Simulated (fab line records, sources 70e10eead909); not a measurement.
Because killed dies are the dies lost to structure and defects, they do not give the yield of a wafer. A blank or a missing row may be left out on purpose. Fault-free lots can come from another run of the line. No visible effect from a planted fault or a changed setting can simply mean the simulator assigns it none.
Which of the tools did it? + flow nand_harc + 42 wafers from 14 lots sampled at 6 of the route's 1302 steps

WHAT THE GAUGES SHOWED, per wafer
NHARC_A_SOURCE_PLATE_THK_MEAS_09: measures by ellipsometry.
| lot  | measured     | on            | thk_nm (nm)    |
|------|--------------|---------------|----------------|
| L678 | day 6 20:28  | film_metro-01 | 8.9 10.7 8.7   |
| L679 | day 7 20:12  | film_metro-02 | 9.5 7.8 8.8    |
| L683 | day 9 09:17  | film_metro-01 | 10.2 9.8 8.8   |
| L684 | day 9 09:17  | film_metro-02 | 10.0 10.0 10.3 |
| L685 | day 10 00:46 | film_metro-02 | 8.5 10.6 9.8   |
| L687 | day 11 02:33 | film_metro-01 | 10.7 9.7 11.8  |
| L690 | day 11 22:41 | film_metro-01 | 7.5 9.2 9.1    |
| L691 | day 12 13:20 | film_metro-01 | 8.6 10.0 8.9   |
| L692 | day 13 11:05 | film_metro-01 | 10.9 8.2 11.5  |
| L693 | day 13 11:05 | film_metro-02 | 8.9 9.7 9.0    |
| L696 | day 14 15:22 | film_metro-02 | 8.9 8.6 9.3    |
| L698 | day 15 07:44 | film_metro-02 | 7.6 7.9 9.9    |
| L699 | day 15 15:47 | film_metro-01 | 10.6 10.3 8.4  |
| L701 | day 16 21:42 | film_metro-01 | 11.3 9.7 9.7   |

NHARC_A_ONON_D1_THK_MEAS_02: measures by ellipsometry.
| lot  | measured     | on            | thk_nm (nm)    |
|------|--------------|---------------|----------------|
| L678 | day 7 09:41  | film_metro-02 | 1009 1007 1007 |
| L679 | day 8 10:08  | film_metro-02 | 992 993 993    |
| L683 | day 9 22:29  | film_metro-02 | 1006 1008 1007 |
| L684 | day 9 22:31  | film_metro-01 | 973 974 974    |
| L685 | day 10 14:32 | film_metro-01 | 999 999 998    |
| L687 | day 11 16:12 | film_metro-02 | 995 995 996    |
| L690 | day 12 10:28 | film_metro-02 | 1006 1004 1005 |
| L691 | day 13 02:57 | film_metro-01 | 995 996 995    |
| L692 | day 14 02:37 | film_metro-02 | 980 981 980    |
| L693 | day 14 02:39 | film_metro-01 | 1020 1018 1019 |
| L696 | day 15 04:49 | film_metro-01 | 990 990 990    |
| L698 | day 15 21:49 | film_metro-02 | 989 988 989    |
| L699 | day 16 06:13 | film_metro-01 | 987 985 987    |
| L701 | day 17 10:53 | film_metro-02 | 1000 1002 1004 |

NHARC_A_ONON_D1_THK_MEAS_05: measures by ellipsometry.
| lot  | measured     | on            | thk_nm (nm)    |
|------|--------------|---------------|----------------|
| L678 | day 7 10:15  | film_metro-02 | 974 973 973    |
| L679 | day 8 10:43  | film_metro-02 | 1002 1003 1001 |
| L683 | day 9 23:03  | film_metro-01 | 990 988 989    |
| L684 | day 9 23:04  | film_metro-02 | 1003 1002 1002 |
| L685 | day 10 15:05 | film_metro-01 | 994 993 994    |
| L687 | day 11 16:46 | film_metro-02 | 1001 999 997   |
| L690 | day 12 11:07 | film_metro-01 | 994 992 992    |
| L691 | day 13 03:31 | film_metro-01 | 1004 1004 1005 |
| L692 | day 14 03:11 | film_metro-01 | 992 990 991    |
| L693 | day 14 03:14 | film_metro-02 | 994 995 995    |
| L696 | day 15 05:24 | film_metro-01 | 995 996 994    |
| L698 | day 15 22:23 | film_metro-01 | 1007 1007 1007 |
| L699 | day 16 06:47 | film_metro-02 | 1012 1015 1011 |
| L701 | day 17 11:26 | film_metro-01 | 1006 1008 1009 |

NHARC_A_ONON_D1_THK_MEAS_08: measures by ellipsometry.
| lot  | measured     | on            | thk_nm (nm)    |
|------|--------------|---------------|----------------|
| L678 | day 7 10:49  | film_metro-01 | 975 974 974    |
| L679 | day 8 11:17  | film_metro-01 | 1002 1001 1001 |
| L683 | day 9 23:37  | film_metro-01 | 1017 336 335   |
| L684 | day 9 23:38  | film_metro-02 | 988 989 990    |
| L685 | day 10 15:40 | film_metro-02 | 1003 1001 319  |
| L687 | day 11 17:20 | film_metro-01 | 991 993 993    |
| L690 | day 12 11:40 | film_metro-02 | 1006 1004 1003 |
| L691 | day 13 04:05 | film_metro-01 | 1001 1001 1002 |
| L692 | day 14 03:45 | film_metro-02 | 1007 1007 1006 |
| L693 | day 14 03:48 | film_metro-01 | 1003 1001 1002 |
| L696 | day 15 05:58 | film_metro-01 | 994 993 995    |
| L698 | day 15 22:57 | film_metro-01 | 1012 1011 1012 |
| L699 | day 16 07:22 | film_metro-02 | 988 987 988    |
| L701 | day 17 12:01 | film_metro-01 | 1026 1027 1028 |

NHARC_END_SORT_01.
| lot  | measured     | on        | killed_at_array | killed_at_other | killed_at_periphery | killed_dies | killed_open | killed_short |
|------|--------------|-----------|-----------------|-----------------|---------------------|-------------|-------------|--------------|
| L683 | day 27 23:04 | prober-01 | 53 674 670      | 3 2 3           | 6 1 4               | 62 677 677  | 3 7 4       | 3 4 2        |
| L685 | day 27 22:22 | prober-02 | 86 88 675       | 5 0 1           | 3 2 1               | 94 90 677   | 2 2 1       | 3 0 1        |

EACH LOT AND THE TOOL THAT RAN IT (in order: tool; ch and the chambers of the sampled wafers; start)
| lot  | NHARC_A_ONON_D1_DEP_06           |
|------|----------------------------------|
| L678 | pecvd_onon-01 ch 0, day 7 10:18  |
| L679 | pecvd_onon-04 ch 0, day 8 10:50  |
| L683 | pecvd_onon-01 ch 0, day 9 23:13  |
| L684 | pecvd_onon-04 ch 0, day 9 23:08  |
| L685 | pecvd_onon-01 ch 0, day 10 15:13 |
| L687 | pecvd_onon-04 ch 0, day 11 16:49 |
| L690 | pecvd_onon-04 ch 0, day 12 11:10 |
| L691 | pecvd_onon-04 ch 0, day 13 03:34 |
| L692 | pecvd_onon-02 ch 0, day 14 03:14 |
| L693 | pecvd_onon-01 ch 0, day 14 03:24 |
| L696 | pecvd_onon-01 ch 0, day 15 05:38 |
| L698 | pecvd_onon-01 ch 0, day 15 22:26 |
| L699 | pecvd_onon-01 ch 0, day 16 06:51 |
| L701 | pecvd_onon-04 ch 0, day 17 11:30 |
- NHARC_A_ONON_D1_DEP_06: target thk 1000 nm.

AS READ BY THE TOOLS THEMSELVES (means over the sampled wafers that have a number; for cases with no such wafer, the mark the record gives instead)
The record holds no such reading with a usual standard deviation.

THE ANSWER, worked out from the rows above alone
Rule: what is usual is taken from the lots themselves. The widest of any qualifying gaps counts: lots, ordered by their means at a reading, are off when they make up no more than a third of the lots, leave a main group of 4 or more, and stand apart from it by 3 or more times the standard deviation of that group's means. A main group is skipped when, at the precision printed for the reading in the tables above, its means are all equal. Also off: a lot with no number at a reading for which 4 or more lots have one. All remaining lots with rows at the step are treated as sound. First the gauges in route order, then the tools' own readings, where a lot's mean is used as printed above. At the first step where some lot is off, the reading lying furthest off is the one used; lots without a number count as furthest.
Off: L683, L685 (NHARC_A_ONON_D1_THK_MEAS_08, thk_nm). For the main group the mean is 999 nm and the standard deviation 13.
A tool fits if, at a process step before that reading, it ran every lot that is off, and no sound lot after the first of them. Gauges at NHARC_A_ONON_D1_THK_MEAS_08: tried the same way as those tools. None of those tried fits.

WHAT HAD BEEN PUT IN BY THE SIMULATOR
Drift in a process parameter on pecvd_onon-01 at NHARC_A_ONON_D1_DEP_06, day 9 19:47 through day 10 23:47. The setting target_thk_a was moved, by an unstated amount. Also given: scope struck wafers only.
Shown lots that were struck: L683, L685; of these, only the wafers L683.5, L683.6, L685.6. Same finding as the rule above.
